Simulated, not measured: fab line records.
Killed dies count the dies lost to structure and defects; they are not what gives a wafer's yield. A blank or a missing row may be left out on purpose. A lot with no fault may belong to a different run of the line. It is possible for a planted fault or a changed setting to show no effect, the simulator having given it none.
8D (eight disciplines) problem report, filled in by code ; flow n5Finfet ; the parts of the form that need people (team, actions taken, sign-off) are left out

== 1. THE ISSUE ==
Wafers without a fault read 16.201, standard deviation 0.016; exposureDoseMJCm2 at N5_ZERO_LAYER_EXPOSE_08 reads a mean of 16.449 on 6 wafers belonging to 2 lots. That puts it +15 standard deviations away from the usual mean.
The step: exposes mask ZERO, defocus 0 nm, target cd 2000 nm.
First observed at day 5 06:28: wafer L344.2, on krfScanner-01. The record has a number at this step for 29 wafers belonging to 11 lots. The rule behind "out" and "out of limits": a value lying over 4 standard deviations away from the usual mean. The other wafers with a number count as sound.

== 2. WHAT IT IS, WHAT IT ISN'T ==
question;is;is not
which readings at this step;exposureDoseMJCm2;focusOffsetNm
which lots;L344, L345;L329, L330, L332, L334, L335, L338, L346, L348, L351
which wafers of those lots;all that have a number;-
read on which tools;krfScanner-01;krfScanner-02
when;from day 5 06:28;"up to then (16 sound wafers); but 7 sound wafers of L346, L348, L351 came after"

== 3. THE SUSPECTS, EACH WITH WHAT RULES IT OUT ==
Counting: a tool at any process step up to the reading remains a suspect when it ran all the lots that are out and ran no sound lot after the first of those.
- krfScanner-01 at N5_ZERO_LAYER_EXPOSE_08 (exposes mask ZERO, defocus 0 nm, target cd 2000 nm): kept. All lots that are out passed through it, beginning with L344 at day 5 06:28, and no sound lot followed; its final sound lot before that point was L338 at day 3 18:29. On those wafers its own readings are out: exposureDoseMJCm2.
The count leaves krfScanner-01 at N5_ZERO_LAYER_EXPOSE_08.

== 4. THE CAUSE (what the simulator had put in) ==
Drift in process parameters on krfScanner-01 at N5_ZERO_LAYER_EXPOSE_08, starting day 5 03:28. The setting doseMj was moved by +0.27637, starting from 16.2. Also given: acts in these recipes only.
The count eliminated every tool but this one.

== 5. THE CHAIN OF EFFECTS, in route order ==
Each row: a reading whose mean over the struck wafers that have a number lies more than 3 standard deviations from the usual. Readings are gone through only where the record gives a usual standard deviation; hours: the median, over the lots, of the time from a lot's start at the first step in this table giving one to that lot's start at this step; sigmas: the change measured in usual standard deviations.
hours;step;reading;usual;on struck wafers;change;sigmas
0;N5_ZERO_LAYER_EXPOSE_08;exposureDoseMJCm2;16.201;16.449;+0.248;+15
Here are the process steps it includes:
- N5_ZERO_LAYER_EXPOSE_08: exposes mask ZERO, defocus 0 nm, target cd 2000 nm.
Later steps that measure or inspect, where all struck wafers having a row at the step show a number for every such reading and not one has moved that far: N5_ZERO_LAYER_INSPECT_20, N5_WELL_APT_INSPECT_38, N5_BEOL_M4_RC_MEAS_101.

== 6. WHAT WOULD HAVE CAUGHT IT SOONER ==
First out-of-limits reading in this record: day 5 06:28, which is 3 hours after fault onset at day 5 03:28.
